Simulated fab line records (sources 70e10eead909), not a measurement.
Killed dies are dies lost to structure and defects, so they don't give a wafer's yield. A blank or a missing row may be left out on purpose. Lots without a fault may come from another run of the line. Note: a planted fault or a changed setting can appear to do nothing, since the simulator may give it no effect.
The tool behind it: which one? | flow nand harc | 72 wafers from 24 lots sampled at 6 of the route's 1159 steps

WHAT THE GAUGES SHOWED, per wafer
NHARC_A_SGD_CUT_CD_MEAS_09 targets a cd of 100 nm.
lot  | measured     | on        | cd nm (nm)
L075 | day 14 05:38 | cd sem-01 | 100.2 100.0 99.7
L076 | day 14 06:01 | cd sem-01 | 99.5 100.0 100.3
L077 | day 14 05:48 | cd sem-02 | 100.3 100.2 99.0
L074 | day 14 19:07 | cd sem-01 | 99.9 100.5 100.1
L078 | day 14 18:22 | cd sem-02 | 100.4 99.8 100.9
L079 | day 15 01:36 | cd sem-02 | 100.1 100.5 100.4
L080 | day 15 01:26 | cd sem-03 | 99.7 98.8 100.4
L082 | day 15 12:17 | cd sem-03 | 100.0 99.9 100.2
L081 | day 15 12:08 | cd sem-03 | 100.4 100.3 100.0
L083 | day 16 03:35 | cd sem-02 | 100.7 100.3 100.2
L085 | day 16 09:02 | cd sem-01 | 100.4 100.7 100.3
L084 | day 16 08:53 | cd sem-03 | 100.2 100.7 100.4
L086 | day 16 20:51 | cd sem-03 | 100.4 100.0 100.8
L087 | day 16 20:49 | cd sem-02 | 99.7 99.0 99.7
L088 | day 16 20:31 | cd sem-02 | 98.9 99.6 99.6
L089 | day 17 20:05 | cd sem-02 | 99.6 100.1 98.5
L090 | day 17 19:24 | cd sem-03 | 100.2 99.5 100.4
L092 | day 18 07:51 | cd sem-02 | 99.6 99.6 100.0
L091 | day 18 07:13 | cd sem-03 | 100.8 101.0 100.3
L093 | day 18 08:48 | cd sem-01 | 100.1 99.4 99.7
L094 | day 18 07:29 | cd sem-02 | 99.6 99.7 99.4
L096 | day 19 04:05 | cd sem-01 | 99.8 100.0 100.2
L095 | day 19 04:24 | cd sem-02 | 100.1 100.3 99.1
L097 | day 19 19:25 | cd sem-02 | 99.9 100.3 99.4

WHAT TOOL EACH LOT RAN ON (gives the tool, then ch and the chambers of the sampled wafers, and finally the start)
lot  | NHARC_A_STAIRCASE_ETCH_230                    | NHARC_A_STAIRCASE_DESCUM_252       | NHARC_A_STAIRCASE_DEP_259       | NHARC_A_STAIRCASE_ETCH_453                    | NHARC_A_STAIRCASE_ETCH_315
L075 | rie diel-13 ch 2,3, day 11 20:46 or earlier   | rie diel-03 ch 2,3, day 11 20:46   | pecvd-04 ch 0, day 11 23:42     | rie diel-06 ch 0,2,3, day 14 05:38 or earlier | rie diel-06 ch 0,2,3, day 14 05:38 or earlier
L076 | rie diel-13 ch 0,1, day 11 22:31 or earlier   | rie diel-03 ch 0,2,3, day 11 22:31 | pecvd-04 ch 0,1, day 12 01:24   | rie diel-13 ch 2,3, day 14 06:01 or earlier   | rie diel-13 ch 1,3, day 14 06:01 or earlier
L077 | rie diel-13 ch 1,3, day 12 01:01 or earlier   | rie diel-03 ch 0,3, day 12 01:01   | pecvd-04 ch 0,1, day 12 03:54   | rie diel-03 ch 0,2,3, day 14 05:48 or earlier | rie diel-03 ch 1,2, day 14 05:48 or earlier
L074 | rie diel-13 ch 0,2, day 12 01:35 or earlier   | rie diel-13 ch 0,2, day 12 01:35   | pecvd-04 ch 0,2, day 12 05:54   | rie diel-03 ch 0,2,3, day 14 19:07 or earlier | rie diel-03 ch 0,2,3, day 14 19:07 or earlier
L078 | rie diel-13 ch 0,1,2, day 12 07:17 or earlier | rie diel-13 ch 1,2,3, day 12 07:17 | pecvd-03 ch 0,2, day 12 12:01   | rie diel-06 ch 1,3, day 14 18:22 or earlier   | rie diel-06 ch 0,1,3, day 14 18:22 or earlier
L079 | rie diel-13 ch 1,2, day 12 09:26 or earlier   | rie diel-13 ch 1,3, day 12 09:26   | pecvd-03 ch 0,1, day 12 13:54   | rie diel-03 ch 0,2,3, day 15 01:36 or earlier | rie diel-03 ch 0,2,3, day 15 01:36 or earlier
L080 | rie diel-13 ch 0,1,3, day 12 09:45 or earlier | rie diel-06 ch 2,3, day 12 09:45   | pecvd-04 ch 0,2, day 12 16:58   | rie diel-13 ch 0,1,3, day 15 01:26 or earlier | rie diel-13 ch 0,1, day 15 01:26 or earlier
L082 | rie diel-03 ch 1,3, day 12 20:34 or earlier   | rie diel-06 ch 1,2, day 12 20:34   | pecvd-03 ch 1,2, day 13 02:38   | rie diel-06 ch 1,2, day 15 12:17 or earlier   | rie diel-06 ch 1,3, day 15 12:17 or earlier
L081 | rie diel-03 ch 2,3, day 12 21:25 or earlier   | rie diel-06 ch 2,3, day 12 21:25   | pecvd-03 ch 1,2, day 13 03:32   | rie diel-13 ch 0,1,3, day 15 12:08 or earlier | rie diel-13 ch 1,2, day 15 12:08 or earlier
L083 | rie diel-13 ch 0,1,3, day 13 16:55 or earlier | rie diel-06 ch 0,1,3, day 13 16:55 | pecvd-04 ch 0,1,2, day 13 19:46 | rie diel-03 ch 0,1,3, day 16 03:35 or earlier | rie diel-03 ch 1,2,3, day 16 03:35 or earlier
L085 | rie diel-06 ch 0,1,3, day 13 23:47 or earlier | rie diel-13 ch 0,2,3, day 13 23:47 | pecvd-03 ch 0,1, day 14 02:38   | rie diel-03 ch 0,1,3, day 16 09:02 or earlier | rie diel-03 ch 0,1,2, day 16 09:02 or earlier
L084 | rie diel-06 ch 0,1,2, day 14 04:03 or earlier | rie diel-13 ch 0,1,3, day 14 04:03 | pecvd-04 ch 0,1, day 14 06:54   | rie diel-13 ch 0,1,3, day 16 08:53 or earlier | rie diel-13 ch 0,1,2, day 16 08:53 or earlier
L086 | rie diel-03 ch 0,2,3, day 14 09:23 or earlier | rie diel-03 ch 0,2,3, day 14 09:23 | pecvd-02 ch 0,1,2, day 14 13:40 | rie diel-03 ch 0,2,3, day 16 20:51 or earlier | rie diel-03 ch 0,2,3, day 16 20:51 or earlier
L087 | rie diel-13 ch 0,3, day 14 09:32 or earlier   | rie diel-06 ch 1,3, day 14 09:32   | pecvd-04 ch 0,1, day 14 14:03   | rie diel-13 ch 2,3, day 16 20:49 or earlier   | rie diel-13 ch 0,1,3, day 16 20:49 or earlier
L088 | rie diel-13 ch 2,3, day 14 14:13 or earlier   | rie diel-06 ch 1,2,3, day 14 14:13 | pecvd-02 ch 0,2, day 14 17:06   | rie diel-03 ch 0,3, day 16 20:31 or earlier   | rie diel-03 ch 0,2,3, day 16 20:31 or earlier
L089 | rie diel-06 ch 0,1,3, day 15 05:13 or earlier | rie diel-03 ch 1,2, day 15 05:13   | pecvd-03 ch 0,2, day 15 08:58   | rie diel-06 ch 0,3, day 17 20:05 or earlier   | rie diel-06 ch 1,2,3, day 17 20:05 or earlier
L090 | rie diel-06 ch 1,2, day 15 06:07 or earlier   | rie diel-03 ch 0,1,3, day 15 06:07 | pecvd-04 ch 0,2, day 15 09:34   | rie diel-03 ch 0,1, day 17 19:24 or earlier   | rie diel-03 ch 1,2,3, day 17 19:24 or earlier
L092 | rie diel-13 ch 0,1,2, day 15 17:32 or earlier | rie diel-13 ch 0,3, day 15 17:32   | pecvd-04 ch 0,2, day 15 22:21   | rie diel-03 ch 1,2,3, day 18 07:51 or earlier | rie diel-03 ch 0,2,3, day 18 07:51 or earlier
L091 | rie diel-06 ch 0,2, day 15 17:39 or earlier   | rie diel-13 ch 2,3, day 15 17:39   | pecvd-03 ch 0,1, day 15 23:28   | rie diel-06 ch 0,1, day 18 07:13 or earlier   | rie diel-06 ch 2,3, day 18 07:13 or earlier
L093 | rie diel-06 ch 1,2,3, day 16 00:41 or earlier | rie diel-03 ch 0,1,2, day 16 00:41 | pecvd-02 ch 0,1,2, day 16 04:32 | rie diel-13 ch 0,1,3, day 18 08:48 or earlier | rie diel-13 ch 0,1,3, day 18 08:48 or earlier
L094 | rie diel-13 ch 0,1,3, day 16 01:43 or earlier | rie diel-13 ch 0,1,2, day 16 01:43 | pecvd-03 ch 1,2, day 16 06:24   | rie diel-03 ch 0,2,3, day 18 07:29 or earlier | rie diel-03 ch 0,2,3, day 18 07:29 or earlier
L096 | rie diel-13 ch 1,2,3, day 16 16:14 or earlier | rie diel-13 ch 0,1, day 16 16:14   | pecvd-02 ch 0,1,2, day 16 22:32 | rie diel-13 ch 1,2,3, day 19 04:05 or earlier | rie diel-13 ch 0,2,3, day 19 04:05 or earlier
L095 | rie diel-13 ch 0,1,3, day 16 20:16 or earlier | rie diel-06 ch 0,2,3, day 16 20:16 | pecvd-02 ch 0,2, day 17 00:14   | rie diel-03 ch 0,1,3, day 19 04:24 or earlier | rie diel-03 ch 0,1,3, day 19 04:24 or earlier
L097 | rie diel-13 ch 2,3, day 17 06:04 or earlier   | rie diel-03 ch 2,3, day 17 06:04   | pecvd-02 ch 1,2, day 17 11:38   | rie diel-03 ch 0,3, day 19 19:25 or earlier   | rie diel-03 ch 0,3, day 19 19:25 or earlier
- NHARC_A_STAIRCASE_ETCH_230: etches the open film in C4F8/O2, target depth 100 nm, time 40.5 s.
- NHARC_A_STAIRCASE_DESCUM_252: chemistry O2, time 3 s.
- NHARC_A_STAIRCASE_DEP_259: deposits SiON, target thk 30 nm.
- NHARC_A_STAIRCASE_ETCH_453: etches the open film in CF4/O2, target depth 30 nm, overetch 3 nm, time 16.5 s.
- NHARC_A_STAIRCASE_ETCH_315: etches the open film in C4F8/O2/Ar, target depth 2500 nm, time 607.1 s.

AS READ BY THE TOOLS THEMSELVES (means over the sampled wafers that have a number; for cases with no such wafer, the mark the record gives instead)
NHARC_A_STAIRCASE_ETCH_230.
lot  | tool        | oes product au (a.u.) | rf vpp V (V)
L075 | rie diel-13 | 0.934                 | 888
L076 | rie diel-13 | 0.958                 | 900
L077 | rie diel-13 | 0.958                 | 891
L074 | rie diel-13 | 0.944                 | 897
L078 | rie diel-13 | 0.929                 | 895
L079 | rie diel-13 | 0.934                 | 894
L080 | rie diel-13 | 0.959                 | 895
L082 | rie diel-03 | 0.950                 | 901
L081 | rie diel-03 | 0.934                 | 903
L083 | rie diel-13 | 0.973                 | 902
L085 | rie diel-06 | 0.943                 | 891
L084 | rie diel-06 | 0.951                 | 895
L086 | rie diel-03 | 0.964                 | 899
L087 | rie diel-13 | 0.927                 | 901
L088 | rie diel-13 | 0.958                 | 892
L089 | rie diel-06 | 0.950                 | 891
L090 | rie diel-06 | 0.945                 | 901
L092 | rie diel-13 | 0.948                 | 895
L091 | rie diel-06 | 0.941                 | 900
L093 | rie diel-06 | 0.943                 | 895
L094 | rie diel-13 | 0.940                 | 901
L096 | rie diel-13 | 0.956                 | 896
L095 | rie diel-13 | 0.949                 | 901
L097 | rie diel-13 | 0.971                 | 893

NHARC_A_STAIRCASE_DESCUM_252.
lot  | tool        | drypump motor current A (A) | oes product au (a.u.) | rf vpp V (V) | showerhead plenum p Torr (Torr) | throttle valve pct (%)
L075 | rie diel-03 | 5.2                         | 0.986                 | 57.9         | 2.04                            | 11.313
L076 | rie diel-03 | 5.2                         | 0.989                 | 57.8         | 1.98                            | 11.312
L077 | rie diel-03 | 5.5                         | 0.997                 | 58.4         | 2.01                            | 11.310
L074 | rie diel-13 | 5.4                         | 1.004                 | 57.1         | 1.92                            | 11.313
L078 | rie diel-13 | 5.6                         | 1.009                 | 57.8         | 1.83                            | 11.310
L079 | rie diel-13 | 5.5                         | 1.008                 | 57.4         | 1.88                            | 11.305
L080 | rie diel-06 | 5.8                         | 1.001                 | 58.5         | 1.98                            | 11.309
L082 | rie diel-06 | 5.3                         | 0.999                 | 58.3         | 2.00                            | 11.322
L081 | rie diel-06 | 5.9                         | 1.003                 | 57.7         | 1.90                            | 11.312
L083 | rie diel-06 | 5.6                         | 0.999                 | 58.0         | 1.83                            | 11.311
L085 | rie diel-13 | 5.5                         | 1.006                 | 57.3         | 1.94                            | 11.319
L084 | rie diel-13 | 5.5                         | 1.003                 | 58.3         | 1.99                            | 11.319
L086 | rie diel-03 | 5.2                         | 0.980                 | 58.6         | 1.97                            | 11.319
L087 | rie diel-06 | 5.7                         | 0.990                 | 57.5         | 1.82                            | 11.313
L088 | rie diel-06 | 5.6                         | 0.995                 | 58.1         | 1.91                            | 11.303
L089 | rie diel-03 | 5.8                         | 1.002                 | 57.7         | 1.96                            | 11.310
L090 | rie diel-03 | 5.8                         | 0.992                 | 57.4         | 1.96                            | 11.313
L092 | rie diel-13 | 5.5                         | 0.999                 | 58.0         | 2.00                            | 11.310
L091 | rie diel-13 | 5.7                         | 1.000                 | 57.6         | 1.97                            | 11.314
L093 | rie diel-03 | 5.5                         | 0.994                 | 58.0         | 1.93                            | 11.314
L094 | rie diel-13 | 5.4                         | 0.995                 | 58.0         | 1.89                            | 11.312
L096 | rie diel-13 | 5.4                         | 0.999                 | 58.6         | 1.94                            | 11.314
L095 | rie diel-06 | 5.8                         | 0.999                 | 57.6         | 1.89                            | 11.315
L097 | rie diel-03 | 5.0                         | 0.992                 | 58.3         | 2.00                            | 11.315

NHARC_A_STAIRCASE_DEP_259.
lot  | tool     | heater power w (W)
L075 | pecvd-04 | 743
L076 | pecvd-04 | 853
L077 | pecvd-04 | 793
L074 | pecvd-04 | 757
L078 | pecvd-03 | 805
L079 | pecvd-03 | 721
L080 | pecvd-04 | 797
L082 | pecvd-03 | 960
L081 | pecvd-03 | 907
L083 | pecvd-04 | 838
L085 | pecvd-03 | 694
L084 | pecvd-04 | 853
L086 | pecvd-02 | 673
L087 | pecvd-04 | 805
L088 | pecvd-02 | 724
L089 | pecvd-03 | 797
L090 | pecvd-04 | 795
L092 | pecvd-04 | 837
L091 | pecvd-03 | 687
L093 | pecvd-02 | 702
L094 | pecvd-03 | 955
L096 | pecvd-02 | 677
L095 | pecvd-02 | 752
L097 | pecvd-02 | 670

NHARC_A_STAIRCASE_ETCH_453.
lot  | tool        | drypump motor current A (A) | oes product au (a.u.) | rf vpp V (V) | showerhead plenum p Torr (Torr) | throttle valve pct (%)
L075 | rie diel-06 | 5.8                         | 0.999                 | 198.2        | 1.33                            | 13.398
L076 | rie diel-13 | 5.6                         | 1.008                 | 195.7        | 1.25                            | 13.403
L077 | rie diel-03 | 5.2                         | 0.990                 | 198.9        | 1.38                            | 13.405
L074 | rie diel-03 | 5.2                         | 0.986                 | 198.7        | 1.38                            | 13.400
L078 | rie diel-06 | 5.7                         | 0.997                 | 197.2        | 1.27                            | 13.388
L079 | rie diel-03 | 5.2                         | 0.994                 | 198.2        | 1.38                            | 13.399
L080 | rie diel-13 | 5.5                         | 1.003                 | 198.8        | 1.39                            | 13.398
L082 | rie diel-06 | 5.2                         | 1.006                 | 198.4        | 1.35                            | 13.398
L081 | rie diel-13 | 5.5                         | 1.002                 | 198.6        | 1.39                            | 13.390
L083 | rie diel-03 | 5.8                         | 0.990                 | 199.3        | 1.37                            | 13.394
L085 | rie diel-03 | 5.8                         | 1.004                 | 199.0        | 1.37                            | 13.381
L084 | rie diel-13 | 5.5                         | 1.001                 | 199.0        | 1.39                            | 13.400
L086 | rie diel-03 | 5.2                         | 0.994                 | 198.6        | 1.38                            | 13.401
L087 | rie diel-13 | 5.7                         | 1.001                 | 198.8        | 1.38                            | 13.385
L088 | rie diel-03 | 5.5                         | 0.996                 | 199.4        | 1.40                            | 13.412
L089 | rie diel-06 | 5.8                         | 1.004                 | 196.0        | 1.26                            | 13.403
L090 | rie diel-03 | 5.8                         | 0.996                 | 198.1        | 1.33                            | 13.394
L092 | rie diel-03 | 5.5                         | 1.002                 | 199.8        | 1.39                            | 13.400
L091 | rie diel-06 | 5.2                         | 1.002                 | 196.4        | 1.28                            | 13.399
L093 | rie diel-13 | 5.5                         | 1.006                 | 198.1        | 1.39                            | 13.398
L094 | rie diel-03 | 5.2                         | 0.998                 | 199.6        | 1.37                            | 13.390
L096 | rie diel-13 | 5.6                         | 1.005                 | 198.0        | 1.34                            | 13.393
L095 | rie diel-03 | 5.8                         | 0.998                 | 198.9        | 1.37                            | 13.389
L097 | rie diel-03 | 5.5                         | 1.009                 | 199.3        | 1.39                            | 13.399

NHARC_A_STAIRCASE_ETCH_315.
lot  | tool        | oes product au (a.u.) | rf vpp V (V)
L075 | rie diel-06 | 0.920                 | 1824
L076 | rie diel-13 | 0.940                 | 1815
L077 | rie diel-03 | 0.928                 | 1834
L074 | rie diel-03 | 0.917                 | 1835
L078 | rie diel-06 | 0.928                 | 1816
L079 | rie diel-03 | 0.916                 | 1835
L080 | rie diel-13 | 0.943                 | 1832
L082 | rie diel-06 | 0.935                 | 1815
L081 | rie diel-13 | 0.942                 | 1816
L083 | rie diel-03 | 0.931                 | 1838
L085 | rie diel-03 | 0.932                 | 1830
L084 | rie diel-13 | 0.937                 | 1824
L086 | rie diel-03 | 0.921                 | 1835
L087 | rie diel-13 | 0.924                 | 1836
L088 | rie diel-03 | 0.919                 | 1835
L089 | rie diel-06 | 0.936                 | 1825
L090 | rie diel-03 | 0.926                 | 1838
L092 | rie diel-03 | 0.936                 | 1833
L091 | rie diel-06 | 0.946                 | 1823
L093 | rie diel-13 | 0.937                 | 1836
L094 | rie diel-03 | 0.925                 | 1835
L096 | rie diel-13 | 0.938                 | 1829
L095 | rie diel-03 | 0.921                 | 1833
L097 | rie diel-03 | 0.942                 | 1837

THE ANSWER, worked out from the rows above alone
Rule: usual is defined by the lots themselves. Put in order of their means at a reading, lots are off if they are a third of the lots or fewer, leave a main group of 4 or more, and stand apart from it by a gap of 3 or more times the standard deviation of the main group's means; of several such gaps the widest counts. If all means in a main group match to the digits the tables above print for the reading, that group is not used. Also off: a lot with no number at a reading for which 4 or more lots have one. Where the step has rows for the other lots, those lots are counted as sound. Order of review: gauges by route order, followed by the tools' own readings, for which a lot's mean as printed above is used. The first step at which some lot is off is used, and at that step the reading that is off furthest; a lot without a number counts as furthest.
No lot is off at any reading shown: from this, nothing can be told.

WHAT THE SIMULATOR PUT IN
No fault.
